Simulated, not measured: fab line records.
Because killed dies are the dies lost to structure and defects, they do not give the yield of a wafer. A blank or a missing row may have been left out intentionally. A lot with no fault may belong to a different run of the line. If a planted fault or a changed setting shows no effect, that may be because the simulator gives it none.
Lot-split experiment | flow n5 finfet | 7 lots, 21 wafers read, on a route of 1938 steps

## THE SPLIT ITSELF
At N5_BEOL_M7_COAT_60 (time 60 s, resist thk 35 nm), the setting spin rpm was moved away from the recipe's 1500 rpm on 5 of the 21 wafers read, by -3.5% to +7.9%. This setting was run at the recipe's value on the other wafers.

## FROM THE SPLIT TO THE READING: what the file shows between them, 6 steps
- N5_BEOL_M7_EXPOSE_08: exposes mask M7 (also split here: dose mj)
- N5_BEOL_M7_PEB_09: peb time 60 s
- N5_BEOL_M7_DEVELOP_10: develop time 30 s
- N5_BEOL_M7_CD_MEAS_11: target cd 38.5 nm
- N5_BEOL_M7_DESCUM_16: chemistry O2, time 7.9 s
- N5_BEOL_M7_ETCH_61: etches SiARC in CF4, target depth 45.5 nm, time 75.8 s

## THE READING
SiARC_of_BEOL_M7_COAT_60.thk nm (the simulator's own value, which no gauge read), in nm, at N5_BEOL_M7_ETCH_62 (etches SOC in N2/H2, target depth 110 nm, overetch 22 nm, time 165 s). There is no usual value for it anywhere in the file. Average 28.2 nm, standard deviation 0.21 nm, over the 16 wafers here run with the recipe.

wafer  | tool, chamber at the split | spin rpm as run, rpm | against the recipe | SiARC_of_BEOL_M7_COAT_60.thk nm, nm | against lot-mates on the recipe
L075.3 | litho track-04, 0          | 1500                 | recipe             | 28.2                                | -
L075.4 | litho track-04, 0          | 1500                 | recipe             | 28                                  | -
L075.5 | litho track-04, 0          | 1542                 | +2.8%              | 27.8                                | -0.3
L077.2 | litho track-01, 0          | 1500                 | recipe             | 28.4                                | -
L077.3 | litho track-01, 0          | 1618                 | +7.9%              | 27.2                                | -1.4
L077.4 | litho track-01, 0          | 1500                 | recipe             | 28.8                                | -
L081.2 | litho track-01, 0          | 1500                 | recipe             | 28.4                                | -
L081.5 | litho track-01, 0          | 1500                 | recipe             | 28.4                                | -
L081.6 | litho track-01, 0          | 1500                 | recipe             | 28.2                                | -
L080.1 | litho track-04, 0          | 1500                 | recipe             | 28.2                                | -
L080.3 | litho track-04, 0          | 1500                 | recipe             | 28                                  | -
L080.5 | litho track-04, 0          | 1500                 | recipe             | 28                                  | -
L085.2 | litho track-03, 0          | 1500                 | recipe             | 28                                  | -
L085.4 | litho track-03, 0          | 1564                 | +4.3%              | 27.6                                | -0.4
L085.6 | litho track-03, 0          | 1564                 | +4.3%              | 27.4                                | -0.6
L088.1 | litho track-03, 0          | 1500                 | recipe             | 28.2                                | -
L088.5 | litho track-03, 0          | 1500                 | recipe             | 28.2                                | -
L088.6 | litho track-03, 0          | 1500                 | recipe             | 28.4                                | -
L095.1 | litho track-04, 0          | 1448                 | -3.5%              | 28.8                                | +0.5
L095.3 | litho track-04, 0          | 1500                 | recipe             | 28.4                                | -
L095.6 | litho track-04, 0          | 1500                 | recipe             | 28.2                                | -

FIT RESULTS
A straight line over all 21 wafers: SiARC_of_BEOL_M7_COAT_60.thk nm changes by -0.15 nm for each +1% of spin rpm; r = -0.87; the points scatter about the line by 0.2 nm.
The same after taking each lot's own level away (the mean of its wafers on the recipe; 21 wafers): -0.152 nm for each +1%; r = -0.94; scatter 0.13 nm.
According to that fit, moving spin rpm by its largest amount changes the reading by 1.2 nm.
The span of the lots' own levels, 28.00 to 28.60 nm, comes to 2.9 times the standard deviation stated above.
Hence the lot-to-lot level has little effect on the slope; both slopes agree.
Check: with one of the wafers moved furthest among these (+7.9%) left out of the fit, the line predicts -0.957 nm for it against its lot-mates. Against them it came out at -1.4 nm.

## ADDITIONAL SPLITS CARRIED BY THESE WAFERS
Note: prior to the reading, these wafers also went through further splits. Each is held against what the fit with the lots' levels taken away leaves over:
other split on the same wafers | wafers away from the commonest value | r with SiARC_of_BEOL_M7_COAT_60.thk nm (lot level and that fit taken away)
N5_BEOL_M4_DESCUM_16 time s    | 5                                    | -0.20
N5_BEOL_M7_EXPOSE_08 dose mj   | 5                                    | +0.13

## THE WHOLE CHAIN: every reading that the file lists as answering this split, in the file's order
step               | what it does                                                         | reading                                                                            | change (the file's fit)               | r (the file's)
N5_BEOL_M7_COAT_60 | time 60 s, resist thk 35 nm                                          | SiARC_of_BEOL_M7_COAT_60.thk nm (the simulator's own value, which no gauge read)   | -0.171 nm for each +1% of the setting | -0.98
N5_BEOL_M7_ETCH_61 | etches SiARC in CF4, target depth 45.5 nm, time 75.8 s               | CAR-ArF_of_BEOL_M7_COAT_05.thk nm (the simulator's own value, which no gauge read) | +0.146 nm for each +1% of the setting | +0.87
N5_BEOL_M7_ETCH_61 | etches SiARC in CF4, target depth 45.5 nm, time 75.8 s               | etch.depth nm (the simulator's own value, which no gauge read)                     | -0.168 nm for each +1% of the setting | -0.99
N5_BEOL_M7_ETCH_62 | etches SOC in N2/H2, target depth 110 nm, overetch 22 nm, time 165 s | SiARC_of_BEOL_M7_COAT_60.thk nm (the simulator's own value, which no gauge read)   | -0.157 nm for each +1% of the setting | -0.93

## THE FILE'S OWN FIT
SiARC_of_BEOL_M7_COAT_60.thk nm changes by -0.157 nm for each +1% of spin rpm, r = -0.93.
